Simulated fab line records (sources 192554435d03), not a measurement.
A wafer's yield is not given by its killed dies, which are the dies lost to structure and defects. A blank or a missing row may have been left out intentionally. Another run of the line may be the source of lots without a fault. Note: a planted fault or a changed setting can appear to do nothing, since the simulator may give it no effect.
Which tool is to blame? / flow n5_finfet / 72 wafers from 24 lots sampled at 5 of the route's 1938 steps

== WHAT EACH GAUGE READ, for each wafer ==
N5_BEOL_M6_CD_MEAS_11 targets a cd of 38.5 nm. Usual: cd_nm 38.5 nm, standard deviation 0.38.
lot=L075; measured=day 8 11:52; on=cd_sem-01; cd_nm (nm)=38.6 38.9 38.8; flag=
lot=L074; measured=day 8 16:43; on=cd_sem-02; cd_nm (nm)=38.5 38.5 38.6; flag=
lot=L076; measured=day 8 23:35; on=cd_sem-02; cd_nm (nm)=38.0 38.3 37.9; flag=
lot=L077; measured=day 9 04:02; on=cd_sem-03; cd_nm (nm)=38.5 38.6 37.5; flag=
lot=L078; measured=day 9 11:05; on=cd_sem-03; cd_nm (nm)=38.6 38.6 38.9; flag=
lot=L079; measured=day 9 19:50; on=cd_sem-02; cd_nm (nm)=38.2 37.9 37.7; flag=
lot=L080; measured=day 9 20:23; on=cd_sem-03; cd_nm (nm)=39.3 39.1 39.1; flag=
lot=L081; measured=day 10 16:56; on=cd_sem-01; cd_nm (nm)=39.0 38.8 38.9; flag=
lot=L082; measured=day 10 17:08; on=cd_sem-01; cd_nm (nm)=38.5 38.5 38.3; flag=
lot=L083; measured=day 11 02:38; on=cd_sem-01; cd_nm (nm)=38.6 38.0 38.5; flag=
lot=L084; measured=day 11 10:21; on=cd_sem-03; cd_nm (nm)=37.5 38.3 38.1; flag=
lot=L085; measured=day 11 10:53; on=cd_sem-02; cd_nm (nm)=38.9 38.9 38.4; flag=
lot=L086; measured=day 11 11:06; on=cd_sem-01; cd_nm (nm)=38.6 38.0 38.5; flag=
lot=L087; measured=day 11 17:28; on=cd_sem-03; cd_nm (nm)=38.0 38.5 38.9; flag=
lot=L089; measured=day 12 05:39; on=cd_sem-01; cd_nm (nm)=38.2 38.6 38.4; flag=
lot=L088; measured=day 12 06:55; on=cd_sem-01; cd_nm (nm)=38.3 38.4 38.7; flag=
lot=L091; measured=day 12 14:33; on=cd_sem-02; cd_nm (nm)=38.9 38.7 38.5; flag=
lot=L092; measured=day 12 20:11; on=cd_sem-01; cd_nm (nm)=38.7 38.8 38.5; flag=
lot=L090; measured=day 12 23:11; on=cd_sem-02; cd_nm (nm)=38.2 38.1 38.5; flag=
lot=L093; measured=day 13 23:21; on=cd_sem-01; cd_nm (nm)=38.5 38.5 39.3; flag=
lot=L095; measured=day 13 23:31; on=cd_sem-02; cd_nm (nm)=38.4 38.8 39.2; flag=
lot=L094; measured=day 14 00:20; on=cd_sem-01; cd_nm (nm)=38.3 38.3 38.5; flag=
lot=L096; measured=day 14 01:25; on=cd_sem-01; cd_nm (nm)=38.5 37.8 38.3; flag=
lot=L097; measured=day 14 03:47; on=cd_sem-03; cd_nm (nm)=38.2 38.9 38.5; flag=

N5_BEOL_M6_OVL_MEAS_12. Usual: for M6_OVL the level is 0.5 nm and the standard deviation is 0.63.
lot=L075; measured=day 8 11:53; on=overlay-02; M6_OVL (nm)=0.8 -0.5 1.2; flag=
lot=L074; measured=day 8 16:44; on=overlay-01; M6_OVL (nm)=0.7 0.6 0.6; flag=
lot=L076; measured=day 8 23:37; on=overlay-01; M6_OVL (nm)=-0.2 0.3 -0.6; flag=
lot=L077; measured=day 9 04:04; on=overlay-02; M6_OVL (nm)=1.1 1.0 0.8; flag=
lot=L078; measured=day 9 11:07; on=overlay-02; M6_OVL (nm)=1.0 1.5 1.1; flag=
lot=L079; measured=day 9 19:52; on=overlay-02; M6_OVL (nm)=0.6 1.0 0.0; flag=
lot=L080; measured=day 9 20:25; on=overlay-02; M6_OVL (nm)=0.5 0.6 1.1; flag=
lot=L081; measured=day 10 16:58; on=overlay-01; M6_OVL (nm)=0.4 1.6 0.5; flag=
lot=L082; measured=day 10 17:10; on=overlay-01; M6_OVL (nm)=0.5 0.6 0.9; flag=
lot=L083; measured=day 11 02:40; on=overlay-01; M6_OVL (nm)=0.0 0.1 -0.5; flag=
lot=L084; measured=day 11 10:23; on=overlay-01; M6_OVL (nm)=-0.3 -0.3 -0.2; flag=
lot=L085; measured=day 11 10:55; on=overlay-01; M6_OVL (nm)=1.3 0.7 1.9; flag=
lot=L086; measured=day 11 11:08; on=overlay-02; M6_OVL (nm)=0.6 -0.2 0.2; flag=
lot=L087; measured=day 11 17:30; on=overlay-02; M6_OVL (nm)=0.4 0.8 0.1; flag=
lot=L089; measured=day 12 05:41; on=overlay-01; M6_OVL (nm)=0.5 0.6 0.3; flag=
lot=L088; measured=day 12 06:58; on=overlay-02; M6_OVL (nm)=1.3 1.5 1.8; flag=
lot=L091; measured=day 12 14:35; on=overlay-02; M6_OVL (nm)=0.6 0.6 0.3; flag=
lot=L092; measured=day 12 20:13; on=overlay-02; M6_OVL (nm)=0.3 -0.1 -0.2; flag=
lot=L090; measured=day 12 23:13; on=overlay-02; M6_OVL (nm)=1.3 1.1 0.5; flag=
lot=L093; measured=day 13 23:23; on=overlay-01; M6_OVL (nm)=-0.4 -0.8 -0.3; flag=
lot=L095; measured=day 13 23:32; on=overlay-01; M6_OVL (nm)=0.4 0.9 -0.1; flag=
lot=L094; measured=day 14 00:22; on=overlay-01; M6_OVL (nm)=1.6 1.5 0.6; flag=
lot=L096; measured=day 14 01:26; on=overlay-01; M6_OVL (nm)=0.6 1.0 -0.3; flag=
lot=L097; measured=day 14 03:49; on=overlay-01; M6_OVL (nm)=-0.1 1.4 0.5; flag=

== EACH LOT AND THE TOOL THAT RAN IT (in order: tool; ch and the chambers of the sampled wafers; start) ==
lot=L075; N5_BEOL_M5_DESCUM_33=rie_diel-03 ch 0,1, day 8 00:23; N5_BEOL_M5_SPUTTER_83=pvd_sputter-03, day 8 05:42; N5_BEOL_M5_SPUTTER_88=pvd_sputter-03, day 8 06:53
lot=L074; N5_BEOL_M5_DESCUM_33=rie_diel-03 ch 0,3, day 8 07:43; N5_BEOL_M5_SPUTTER_83=pvd_sputter-02, day 8 11:37; N5_BEOL_M5_SPUTTER_88=pvd_sputter-02, day 8 12:43
lot=L076; N5_BEOL_M5_DESCUM_33=rie_diel-03 ch 0,2, day 8 11:13; N5_BEOL_M5_SPUTTER_83=pvd_sputter-01, day 8 16:06; N5_BEOL_M5_SPUTTER_88=pvd_sputter-01, day 8 17:11
lot=L077; N5_BEOL_M5_DESCUM_33=rie_diel-01 ch 0,1,2, day 8 18:33; N5_BEOL_M5_SPUTTER_83=pvd_sputter-03, day 8 23:26; N5_BEOL_M5_SPUTTER_88=pvd_sputter-03, day 9 00:31
lot=L078; N5_BEOL_M5_DESCUM_33=rie_diel-03 ch 1,2, day 8 23:10; N5_BEOL_M5_SPUTTER_83=pvd_sputter-01, day 9 04:47; N5_BEOL_M5_SPUTTER_88=pvd_sputter-01, day 9 05:53
lot=L079; N5_BEOL_M5_DESCUM_33=rie_diel-05 ch 0,1,2, day 9 10:05; N5_BEOL_M5_SPUTTER_83=pvd_sputter-01, day 9 14:20; N5_BEOL_M5_SPUTTER_88=pvd_sputter-01, day 9 15:25
lot=L080; N5_BEOL_M5_DESCUM_33=rie_diel-05 ch 0,1,2, day 9 10:28; N5_BEOL_M5_SPUTTER_83=pvd_sputter-03, day 9 15:41; N5_BEOL_M5_SPUTTER_88=pvd_sputter-03, day 9 16:47
lot=L081; N5_BEOL_M5_DESCUM_33=rie_diel-05 ch 1,2, day 10 03:23; N5_BEOL_M5_SPUTTER_83=pvd_sputter-01, day 10 08:43; N5_BEOL_M5_SPUTTER_88=pvd_sputter-01, day 10 09:49
lot=L082; N5_BEOL_M5_DESCUM_33=rie_diel-05 ch 1,2,3, day 10 06:58; N5_BEOL_M5_SPUTTER_83=pvd_sputter-03, day 10 10:58; N5_BEOL_M5_SPUTTER_88=pvd_sputter-03, day 10 12:03
lot=L083; N5_BEOL_M5_DESCUM_33=rie_diel-03 ch 0,2,3, day 10 16:14; N5_BEOL_M5_SPUTTER_83=pvd_sputter-02, day 10 21:23; N5_BEOL_M5_SPUTTER_88=pvd_sputter-02, day 10 22:28
lot=L084; N5_BEOL_M5_DESCUM_33=rie_diel-03 ch 0,1,3, day 10 23:34; N5_BEOL_M5_SPUTTER_83=pvd_sputter-03, day 11 04:46; N5_BEOL_M5_SPUTTER_88=pvd_sputter-03, day 11 05:52
lot=L085; N5_BEOL_M5_DESCUM_33=rie_diel-05 ch 0,1,3, day 11 00:35; N5_BEOL_M5_SPUTTER_83=pvd_sputter-01, day 11 05:02; N5_BEOL_M5_SPUTTER_88=pvd_sputter-01, day 11 06:08
lot=L086; N5_BEOL_M5_DESCUM_33=rie_diel-05 ch 0,1, day 11 01:20; N5_BEOL_M5_SPUTTER_83=pvd_sputter-02, day 11 06:11; N5_BEOL_M5_SPUTTER_88=pvd_sputter-02, day 11 07:16
lot=L087; N5_BEOL_M5_DESCUM_33=rie_diel-03 ch 0,2,3, day 11 07:35; N5_BEOL_M5_SPUTTER_83=pvd_sputter-02, day 11 12:15; N5_BEOL_M5_SPUTTER_88=pvd_sputter-02, day 11 13:20
lot=L089; N5_BEOL_M5_DESCUM_33=rie_diel-03 ch 0,1,3, day 11 20:12; N5_BEOL_M5_SPUTTER_83=pvd_sputter-01, day 12 00:10; N5_BEOL_M5_SPUTTER_88=pvd_sputter-01, day 12 01:16
lot=L088; N5_BEOL_M5_DESCUM_33=rie_diel-01 ch 0,2,3, day 11 22:34; N5_BEOL_M5_SPUTTER_83=pvd_sputter-03, day 12 02:34; N5_BEOL_M5_SPUTTER_88=pvd_sputter-03, day 12 03:38
lot=L091; N5_BEOL_M5_DESCUM_33=rie_diel-01 ch 0,2, day 12 04:42; N5_BEOL_M5_SPUTTER_83=pvd_sputter-01, day 12 08:49; N5_BEOL_M5_SPUTTER_88=pvd_sputter-01, day 12 09:55
lot=L092; N5_BEOL_M5_DESCUM_33=rie_diel-01 ch 0,1,3, day 12 10:27; N5_BEOL_M5_SPUTTER_83=pvd_sputter-02, day 12 14:24; N5_BEOL_M5_SPUTTER_88=pvd_sputter-02, day 12 15:29
lot=L090; N5_BEOL_M5_DESCUM_33=rie_diel-01 ch 0,1,3, day 12 13:25; N5_BEOL_M5_SPUTTER_83=pvd_sputter-01, day 12 17:20; N5_BEOL_M5_SPUTTER_88=pvd_sputter-01, day 12 18:25
lot=L093; N5_BEOL_M5_DESCUM_33=rie_diel-03 ch 0,1,3, day 13 11:14; N5_BEOL_M5_SPUTTER_83=pvd_sputter-01, day 13 15:16; N5_BEOL_M5_SPUTTER_88=pvd_sputter-01, day 13 16:21
lot=L095; N5_BEOL_M5_DESCUM_33=rie_diel-01 ch 0,1,3, day 13 11:39; N5_BEOL_M5_SPUTTER_83=pvd_sputter-03, day 13 15:23; N5_BEOL_M5_SPUTTER_88=pvd_sputter-03, day 13 16:29
lot=L094; N5_BEOL_M5_DESCUM_33=rie_diel-05 ch 1,2, day 13 12:47; N5_BEOL_M5_SPUTTER_83=pvd_sputter-02, day 13 17:04; N5_BEOL_M5_SPUTTER_88=pvd_sputter-02, day 13 18:09
lot=L096; N5_BEOL_M5_DESCUM_33=rie_diel-03 ch 0,2, day 13 13:50; N5_BEOL_M5_SPUTTER_83=pvd_sputter-03, day 13 20:28; N5_BEOL_M5_SPUTTER_88=pvd_sputter-03, day 13 21:32
lot=L097; N5_BEOL_M5_DESCUM_33=rie_diel-03 ch 2,3, day 13 17:24; N5_BEOL_M5_SPUTTER_83=pvd_sputter-02, day 13 21:46; N5_BEOL_M5_SPUTTER_88=pvd_sputter-02, day 13 22:52
- N5_BEOL_M5_DESCUM_33: chemistry O2, time 7 s.
- N5_BEOL_M5_SPUTTER_83: material Cu, target thk 15 nm, time 27.62 s.
- N5_BEOL_M5_SPUTTER_88: material Cu, target thk 15 nm, time 27.62 s.

== AS READ BY THE TOOLS THEMSELVES (means over the sampled wafers that have a number; for cases with no such wafer, the mark the record gives instead) ==
N5_BEOL_M5_DESCUM_33. Usual: drypump_motor_current_A 5.8 A, standard deviation 0.42; oes_product_au 0.79 a.u., standard deviation 0.071; rf_vpp_V 243.3 V, standard deviation 1; showerhead_plenum_p_Torr 2.10 Torr, standard deviation 0.048; throttle_valve_pct 20.38 %, standard deviation 0.28.
lot=L075; tool=rie_diel-03; drypump_motor_current_A (A)=6.2; oes_product_au (a.u.)=0.77; rf_vpp_V (V)=243.7; showerhead_plenum_p_Torr (Torr)=2.08; throttle_valve_pct (%)=20.21; flag=
lot=L074; tool=rie_diel-03; drypump_motor_current_A (A)=6.2; oes_product_au (a.u.)=0.86; rf_vpp_V (V)=243.2; showerhead_plenum_p_Torr (Torr)=2.10; throttle_valve_pct (%)=20.24; flag=
lot=L076; tool=rie_diel-03; drypump_motor_current_A (A)=5.7; oes_product_au (a.u.)=0.76; rf_vpp_V (V)=243.0; showerhead_plenum_p_Torr (Torr)=2.07; throttle_valve_pct (%)=20.27; flag=
lot=L077; tool=rie_diel-01; drypump_motor_current_A (A)=5.7; oes_product_au (a.u.)=0.82; rf_vpp_V (V)=243.3; showerhead_plenum_p_Torr (Torr)=2.09; throttle_valve_pct (%)=20.32; flag=
lot=L078; tool=rie_diel-03; drypump_motor_current_A (A)=5.9; oes_product_au (a.u.)=0.74; rf_vpp_V (V)=244.3; showerhead_plenum_p_Torr (Torr)=2.16; throttle_valve_pct (%)=20.39; flag=
lot=L079; tool=rie_diel-05; drypump_motor_current_A (A)=5.6; oes_product_au (a.u.)=0.79; rf_vpp_V (V)=243.2; showerhead_plenum_p_Torr (Torr)=2.11; throttle_valve_pct (%)=20.50; flag=
lot=L080; tool=rie_diel-05; drypump_motor_current_A (A)=5.6; oes_product_au (a.u.)=0.79; rf_vpp_V (V)=243.3; showerhead_plenum_p_Torr (Torr)=2.11; throttle_valve_pct (%)=20.49; flag=
lot=L081; tool=rie_diel-05; drypump_motor_current_A (A)=5.8; oes_product_au (a.u.)=0.82; rf_vpp_V (V)=242.7; showerhead_plenum_p_Torr (Torr)=2.12; throttle_valve_pct (%)=20.47; flag=
lot=L082; tool=rie_diel-05; drypump_motor_current_A (A)=5.6; oes_product_au (a.u.)=0.81; rf_vpp_V (V)=243.6; showerhead_plenum_p_Torr (Torr)=2.11; throttle_valve_pct (%)=20.52; flag=
lot=L083; tool=rie_diel-03; drypump_motor_current_A (A)=6.0; oes_product_au (a.u.)=0.79; rf_vpp_V (V)=243.8; showerhead_plenum_p_Torr (Torr)=2.08; throttle_valve_pct (%)=20.29; flag=
lot=L084; tool=rie_diel-03; drypump_motor_current_A (A)=6.2; oes_product_au (a.u.)=0.79; rf_vpp_V (V)=243.1; showerhead_plenum_p_Torr (Torr)=2.11; throttle_valve_pct (%)=20.30; flag=
lot=L085; tool=rie_diel-05; drypump_motor_current_A (A)=5.8; oes_product_au (a.u.)=0.73; rf_vpp_V (V)=242.3; showerhead_plenum_p_Torr (Torr)=2.09; throttle_valve_pct (%)=20.86; flag=
lot=L086; tool=rie_diel-05; drypump_motor_current_A (A)=5.9; oes_product_au (a.u.)=0.72; rf_vpp_V (V)=242.7; showerhead_plenum_p_Torr (Torr)=2.08; throttle_valve_pct (%)=20.84; flag=
lot=L087; tool=rie_diel-03; drypump_motor_current_A (A)=6.0; oes_product_au (a.u.)=0.79; rf_vpp_V (V)=242.9; showerhead_plenum_p_Torr (Torr)=2.08; throttle_valve_pct (%)=20.28; flag=
lot=L089; tool=rie_diel-03; drypump_motor_current_A (A)=6.2; oes_product_au (a.u.)=0.78; rf_vpp_V (V)=243.5; showerhead_plenum_p_Torr (Torr)=2.11; throttle_valve_pct (%)=20.32; flag=
lot=L088; tool=rie_diel-01; drypump_motor_current_A (A)=5.5; oes_product_au (a.u.)=0.83; rf_vpp_V (V)=243.3; showerhead_plenum_p_Torr (Torr)=2.08; throttle_valve_pct (%)=20.24; flag=
lot=L091; tool=rie_diel-01; drypump_motor_current_A (A)=5.6; oes_product_au (a.u.)=0.76; rf_vpp_V (V)=242.3; showerhead_plenum_p_Torr (Torr)=2.07; throttle_valve_pct (%)=20.38; flag=
lot=L092; tool=rie_diel-01; drypump_motor_current_A (A)=5.5; oes_product_au (a.u.)=0.83; rf_vpp_V (V)=244.7; showerhead_plenum_p_Torr (Torr)=2.11; throttle_valve_pct (%)=20.34; flag=
lot=L090; tool=rie_diel-01; drypump_motor_current_A (A)=5.5; oes_product_au (a.u.)=0.83; rf_vpp_V (V)=242.9; showerhead_plenum_p_Torr (Torr)=2.11; throttle_valve_pct (%)=20.34; flag=
lot=L093; tool=rie_diel-03; drypump_motor_current_A (A)=6.2; oes_product_au (a.u.)=0.76; rf_vpp_V (V)=243.5; showerhead_plenum_p_Torr (Torr)=2.10; throttle_valve_pct (%)=20.35; flag=
lot=L095; tool=rie_diel-01; drypump_motor_current_A (A)=5.5; oes_product_au (a.u.)=0.81; rf_vpp_V (V)=243.3; showerhead_plenum_p_Torr (Torr)=2.11; throttle_valve_pct (%)=20.35; flag=
lot=L094; tool=rie_diel-05; drypump_motor_current_A (A)=5.8; oes_product_au (a.u.)=0.80; rf_vpp_V (V)=243.2; showerhead_plenum_p_Torr (Torr)=2.12; throttle_valve_pct (%)=20.50; flag=
lot=L096; tool=rie_diel-03; drypump_motor_current_A (A)=5.9; oes_product_au (a.u.)=0.73; rf_vpp_V (V)=241.6; showerhead_plenum_p_Torr (Torr)=2.03; throttle_valve_pct (%)=20.26; flag=
lot=L097; tool=rie_diel-03; drypump_motor_current_A (A)=5.7; oes_product_au (a.u.)=0.75; rf_vpp_V (V)=242.4; showerhead_plenum_p_Torr (Torr)=2.10; throttle_valve_pct (%)=20.38; flag=

N5_BEOL_M5_SPUTTER_83. Usual: susceptor_temp_C -20.00 C, standard deviation 0.12; throttle_valve_pct 30.1 %, standard deviation 0.43.
lot=L075; tool=pvd_sputter-03; susceptor_temp_C (C)=-19.96; throttle_valve_pct (%)=30.0; flag=
lot=L074; tool=pvd_sputter-02; susceptor_temp_C (C)=-19.93; throttle_valve_pct (%)=30.4; flag=
lot=L076; tool=pvd_sputter-01; susceptor_temp_C (C)=-19.98; throttle_valve_pct (%)=29.7; flag=
lot=L077; tool=pvd_sputter-03; susceptor_temp_C (C)=-20.04; throttle_valve_pct (%)=30.2; flag=
lot=L078; tool=pvd_sputter-01; susceptor_temp_C (C)=-19.96; throttle_valve_pct (%)=29.8; flag=
lot=L079; tool=pvd_sputter-01; susceptor_temp_C (C)=-20.10; throttle_valve_pct (%)=30.3; flag=
lot=L080; tool=pvd_sputter-03; susceptor_temp_C (C)=-20.08; throttle_valve_pct (%)=29.9; flag=
lot=L081; tool=pvd_sputter-01; susceptor_temp_C (C)=-20.03; throttle_valve_pct (%)=30.3; flag=
lot=L082; tool=pvd_sputter-03; susceptor_temp_C (C)=-20.05; throttle_valve_pct (%)=29.8; flag=
lot=L083; tool=pvd_sputter-02; susceptor_temp_C (C)=-20.01; throttle_valve_pct (%)=30.1; flag=
lot=L084; tool=pvd_sputter-03; susceptor_temp_C (C)=-20.10; throttle_valve_pct (%)=30.1; flag=
lot=L085; tool=pvd_sputter-01; susceptor_temp_C (C)=-19.89; throttle_valve_pct (%)=29.8; flag=
lot=L086; tool=pvd_sputter-02; susceptor_temp_C (C)=-19.95; throttle_valve_pct (%)=29.9; flag=
lot=L087; tool=pvd_sputter-02; susceptor_temp_C (C)=-19.99; throttle_valve_pct (%)=30.2; flag=
lot=L089; tool=pvd_sputter-01; susceptor_temp_C (C)=-20.00; throttle_valve_pct (%)=29.8; flag=
lot=L088; tool=pvd_sputter-03; susceptor_temp_C (C)=-20.00; throttle_valve_pct (%)=29.9; flag=
lot=L091; tool=pvd_sputter-01; susceptor_temp_C (C)=-19.94; throttle_valve_pct (%)=30.4; flag=
lot=L092; tool=pvd_sputter-02; susceptor_temp_C (C)=-19.85; throttle_valve_pct (%)=30.0; flag=
lot=L090; tool=pvd_sputter-01; susceptor_temp_C (C)=-20.03; throttle_valve_pct (%)=30.2; flag=
lot=L093; tool=pvd_sputter-01; susceptor_temp_C (C)=-20.08; throttle_valve_pct (%)=30.1; flag=
lot=L095; tool=pvd_sputter-03; susceptor_temp_C (C)=-20.02; throttle_valve_pct (%)=30.1; flag=
lot=L094; tool=pvd_sputter-02; susceptor_temp_C (C)=-19.92; throttle_valve_pct (%)=30.2; flag=
lot=L096; tool=pvd_sputter-03; susceptor_temp_C (C)=-20.08; throttle_valve_pct (%)=30.0; flag=
lot=L097; tool=pvd_sputter-02; susceptor_temp_C (C)=-19.91; throttle_valve_pct (%)=30.1; flag=

N5_BEOL_M5_SPUTTER_88. Usual: susceptor_temp_C -20.01 C, standard deviation 0.095; throttle_valve_pct 30.0 %, standard deviation 0.44.
lot=L075; tool=pvd_sputter-03; susceptor_temp_C (C)=-19.99; throttle_valve_pct (%)=29.9; flag=
lot=L074; tool=pvd_sputter-02; susceptor_temp_C (C)=-19.96; throttle_valve_pct (%)=30.3; flag=
lot=L076; tool=pvd_sputter-01; susceptor_temp_C (C)=-19.99; throttle_valve_pct (%)=29.8; flag=
lot=L077; tool=pvd_sputter-03; susceptor_temp_C (C)=-20.10; throttle_valve_pct (%)=30.2; flag=
lot=L078; tool=pvd_sputter-01; susceptor_temp_C (C)=-20.11; throttle_valve_pct (%)=29.7; flag=
lot=L079; tool=pvd_sputter-01; susceptor_temp_C (C)=-19.97; throttle_valve_pct (%)=30.1; flag=
lot=L080; tool=pvd_sputter-03; susceptor_temp_C (C)=-20.08; throttle_valve_pct (%)=30.0; flag=
lot=L081; tool=pvd_sputter-01; susceptor_temp_C (C)=-20.09; throttle_valve_pct (%)=30.1; flag=
lot=L082; tool=pvd_sputter-03; susceptor_temp_C (C)=-19.97; throttle_valve_pct (%)=29.9; flag=
lot=L083; tool=pvd_sputter-02; susceptor_temp_C (C)=-19.95; throttle_valve_pct (%)=30.2; flag=
lot=L084; tool=pvd_sputter-03; susceptor_temp_C (C)=-19.92; throttle_valve_pct (%)=30.2; flag=
lot=L085; tool=pvd_sputter-01; susceptor_temp_C (C)=-20.03; throttle_valve_pct (%)=29.8; flag=
lot=L086; tool=pvd_sputter-02; susceptor_temp_C (C)=-20.00; throttle_valve_pct (%)=29.8; flag=
lot=L087; tool=pvd_sputter-02; susceptor_temp_C (C)=-20.04; throttle_valve_pct (%)=30.1; flag=
lot=L089; tool=pvd_sputter-01; susceptor_temp_C (C)=-20.00; throttle_valve_pct (%)=29.8; flag=
lot=L088; tool=pvd_sputter-03; susceptor_temp_C (C)=-20.06; throttle_valve_pct (%)=30.0; flag=
lot=L091; tool=pvd_sputter-01; susceptor_temp_C (C)=-20.02; throttle_valve_pct (%)=30.3; flag=
lot=L092; tool=pvd_sputter-02; susceptor_temp_C (C)=-20.09; throttle_valve_pct (%)=29.9; flag=
lot=L090; tool=pvd_sputter-01; susceptor_temp_C (C)=-19.93; throttle_valve_pct (%)=30.1; flag=
lot=L093; tool=pvd_sputter-01; susceptor_temp_C (C)=-20.01; throttle_valve_pct (%)=30.2; flag=
lot=L095; tool=pvd_sputter-03; susceptor_temp_C (C)=-20.08; throttle_valve_pct (%)=30.0; flag=
lot=L094; tool=pvd_sputter-02; susceptor_temp_C (C)=-19.90; throttle_valve_pct (%)=30.1; flag=
lot=L096; tool=pvd_sputter-03; susceptor_temp_C (C)=-19.97; throttle_valve_pct (%)=30.0; flag=
lot=L097; tool=pvd_sputter-02; susceptor_temp_C (C)=-20.03; throttle_valve_pct (%)=30.0; flag=

== THE ANSWER, worked out from the rows above alone ==
Rule: take the mean of a lot's wafers that have a number; if it is more than 3 standard deviations from the usual mean, the lot is off. Also off: a lot with no number at a reading for which 4 or more lots have one. The other lots that the step has rows for count as sound. The gauges are gone through in route order, then the tools' own readings, and for those a lot's mean is taken as printed above. The first step at which some lot is off is used, and at that step the reading that is off furthest; a lot without a number counts as furthest.
Across all readings shown, no lot is off: no conclusion can be drawn from this.

== WHAT THE SIMULATOR HAD PUT IN ==
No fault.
